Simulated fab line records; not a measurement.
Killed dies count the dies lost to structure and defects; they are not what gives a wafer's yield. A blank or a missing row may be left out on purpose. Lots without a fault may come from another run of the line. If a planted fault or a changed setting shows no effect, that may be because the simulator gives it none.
Lot-split experiment | flow n5Finfet | 21 wafers read from 7 lots, route of 1938 steps

## THE SPLIT ITSELF
At N5_MOL_CONTACT_COAG_VIA_ETCH_46 (etches SiO2 in C4F6/O2, target depth 46 nm, overetch 9.2 nm, time 40 s), the setting biasW was moved away from the recipe's 455 W on 4 of the 21 wafers read, by -12.4% to +11.7%. For the rest of the wafers, this setting stayed at what the recipe calls for.

The split's own step is where the reading is taken.

## THE READING
rfVppV, in V, at N5_MOL_CONTACT_COAG_VIA_ETCH_46 (etches SiO2 in C4F6/O2, target depth 46 nm, overetch 9.2 nm, time 40 s). Fault-free wafers of this fab line usually give 1587 V, standard deviation 13 V.

wafer  | tool, chamber at the split | biasW as run, W | against the recipe | rfVppV, V | against lot-mates on the recipe
L074.2 | rieDiel-04, 1              | 455             | recipe             | 1594      | -
L074.3 | rieDiel-04, 2              | 455             | recipe             | 1593      | -
L074.4 | rieDiel-04, 3              | 455             | recipe             | 1570      | -
L077.3 | rieDiel-04, 0              | 455             | recipe             | 1576      | -
L077.4 | rieDiel-04, 3              | 455             | recipe             | 1568      | -
L077.6 | rieDiel-04, 1              | 455             | recipe             | 1595      | -
L080.1 | rieDiel-04, 1              | 492.1           | +8.2%              | 1690      | +114
L080.3 | rieDiel-04, 3              | 492.1           | +8.2%              | 1662      | +86
L080.5 | rieDiel-04, 0              | 455             | recipe             | 1576      | -
L082.1 | rieDiel-02, 0              | 455             | recipe             | 1597      | -
L082.2 | rieDiel-02, 2              | 455             | recipe             | 1606      | -
L082.3 | rieDiel-02, 3              | 508.2           | +11.7%             | 1746      | +144
L087.2 | rieDiel-05, 0              | 455             | recipe             | 1605      | -
L087.5 | rieDiel-05, 1              | 398.7           | -12.4%             | 1433      | -172
L087.6 | rieDiel-05, 0              | 455             | recipe             | 1604      | -
L095.2 | rieDiel-02, 1              | 455             | recipe             | 1575      | -
L095.4 | rieDiel-02, 1              | 455             | recipe             | 1573      | -
L095.5 | rieDiel-02, 2              | 455             | recipe             | 1606      | -
L096.2 | rieDiel-04, 3              | 455             | recipe             | 1566      | -
L096.4 | rieDiel-04, 2              | 455             | recipe             | 1590      | -
L096.6 | rieDiel-04, 0              | 455             | recipe             | 1576      | -

FIT RESULTS
A straight line over all 21 wafers: rfVppV changes by +12.4 V for each +1% of biasW; r = +0.97; the points scatter about the line by 15 V.
The same after taking each lot's own level away (the mean of its wafers on the recipe; 21 wafers): +12.9 V for each +1%; r = +0.98; scatter 11 V.
On that fit, the largest move of biasW shifts the reading by 1.6e+02 V.
The span of the lots' own levels, 1576.0 to 1604.5 V, comes to 2.2 times the standard deviation stated above.
So the lot-to-lot level changes the slope little: the two slopes agree.
Check: -152 V against its lot-mates is what the line predicts for one of the wafers moved furthest among these (-12.4%) when that wafer is left out of the fit. It came out at -172 V against them.
Tool readings at the split's step, against how far the setting was moved: rfVppV r = +0.97.

## OTHER SPLITS ON THESE WAFERS
Before the reading, these wafers also passed through other splits. Each is held against what the fit with the lots' levels taken away leaves over:
other split on the same wafers      | wafers away from the commonest value | r with rfVppV (lot level and that fit taken away)
N5_SD_EPI_N_DEVELOP_08 developTimeS | 8                                    | +0.10
N5_ILD0_CMP_03 downForcePsi         | 9                                    | +0.27
N5_ILD0_ALD_15 aldCycles            | 9                                    | +0.05
N5_HKMG_FIN_EXPOSE_09 doseMj        | 5                                    | +0.10
N5_HKMG_FIN_DEVELOP_11 developTimeS | 6                                    | -0.08
N5_HKMG_FIN_COAT_66 spinRpm         | 4                                    | +0.07
N5_MOL_CONTACT_COAG_ETCH_105 biasW  | 5                                    | -0.28
N5_MOL_CONTACT_COAG_ETCH_15 sourceW | 8                                    | +0.14

## FILE'S OWN FIT
rfVppV changes by +13 V for each +1% of biasW, r = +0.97.
